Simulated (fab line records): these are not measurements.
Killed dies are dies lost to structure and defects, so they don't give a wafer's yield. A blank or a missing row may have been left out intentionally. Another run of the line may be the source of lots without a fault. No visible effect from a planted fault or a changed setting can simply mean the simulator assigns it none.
Split-lot study ; flow n5Finfet ; route with 1938 steps; 7 lots, 21 wafers read

SPLIT DETAILS
At N5_PMOS_HMC_CHANNEL_EPI_PEB_07 (peb time 60 s), the setting pebTempC was moved away from the recipe's 110 C on 5 of the 21 wafers read, by -2.9% to +2.7%. This setting was run at the recipe's value on the other wafers.

SPLIT TO READING: what lies between them in the file, 1 step
- N5_PMOS_HMC_CHANNEL_EPI_DEVELOP_08: develop time 30 s

THE READING
cdNm (nm) at N5_PMOS_HMC_CHANNEL_EPI_CD_MEAS_09, where the cd target is 237.4 nm. Fault-free wafers of this fab line usually give 237.1 nm, standard deviation 0.8 nm.

wafer;tool, chamber at the split;pebTempC as run, C;against the recipe;cdNm, nm;against lot-mates on the recipe
L076.1;lithoTrack-02, 0;110;recipe;236.7;-
L076.3;lithoTrack-02, 0;113;+2.7%;245.7;+8.8
L076.5;lithoTrack-02, 0;110;recipe;237.0;-
L085.3;lithoTrack-05, 0;110;recipe;238.0;-
L085.4;lithoTrack-05, 0;110;recipe;237.6;-
L085.6;lithoTrack-05, 0;106.8;-2.9%;226.6;-11.2
L086.1;lithoTrack-04, 0;110;recipe;236.4;-
L086.2;lithoTrack-04, 0;110;recipe;237.1;-
L086.3;lithoTrack-04, 0;110;recipe;237.0;-
L090.3;lithoTrack-04, 0;111.1;+1.0%;241.1;+2.6
L090.4;lithoTrack-04, 0;111.1;+1.0%;240.5;+2.0
L090.5;lithoTrack-04, 0;110;recipe;238.5;-
L092.2;lithoTrack-04, 0;111.4;+1.3%;242.4;+4.6
L092.3;lithoTrack-04, 0;110;recipe;238.0;-
L092.6;lithoTrack-04, 0;110;recipe;237.7;-
L095.4;lithoTrack-05, 0;110;recipe;235.6;-
L095.5;lithoTrack-05, 0;110;recipe;236.4;-
L095.6;lithoTrack-05, 0;110;recipe;236.0;-
L097.1;lithoTrack-05, 0;110;recipe;237.6;-
L097.4;lithoTrack-05, 0;110;recipe;236.4;-
L097.5;lithoTrack-05, 0;110;recipe;237.5;-

FIT RESULTS
A straight line over all 21 wafers: cdNm changes by +3.49 nm for each +1% of pebTempC; r = +0.98; the points scatter about the line by 0.78 nm.
The same after taking each lot's own level away (the mean of its wafers on the recipe; 21 wafers): +3.47 nm for each +1%; r = +0.99; scatter 0.54 nm.
The reading moves by 10 nm for the largest change in pebTempC, on that fit.
Across the lots, their own levels run from 236.00 to 238.50 nm, a range of 3.1 times the standard deviation given above.
The two slopes are in agreement: the lot-to-lot level therefore moves the slope only a little.
Check: for one of the wafers moved furthest among these (-2.9%), held out of the fit, the line's prediction against its lot-mates is -9.2 nm. It came out at -11.2 nm against them.

OTHER SPLITS ON THESE WAFERS
Before the reading, these wafers also passed through other splits. Each is held against what the fit with the lots' levels taken away leaves over:
other split on the same wafers;wafers away from the commonest value;r with cdNm (lot level and that fit taken away)
N5_ZERO_LAYER_DEVELOP_10 developTimeS;6;-0.31
N5_PMOS_HMC_CHANNEL_EPI_HM_DEP_34 timeS;7;+0.32

THE WHOLE CHAIN: every reading that the file lists as answering this split, in the file's order
step;what it does;reading;change (the file's fit);r (the file's)
N5_PMOS_HMC_CHANNEL_EPI_CD_MEAS_09;target cd 237.4 nm;cdNm;+3.49 nm for each +1% of the setting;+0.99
N5_PMOS_HMC_CHANNEL_EPI_DESCUM_14;chemistry O2, time 7.9 s;PMOS_HMC_CHANNEL_EPI.cdNm (the simulator's own value, which no gauge read);+3.5 nm for each +1% of the setting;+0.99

THE FILE'S OWN FIT
cdNm changes by +3.49 nm for each +1% of pebTempC, r = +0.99.
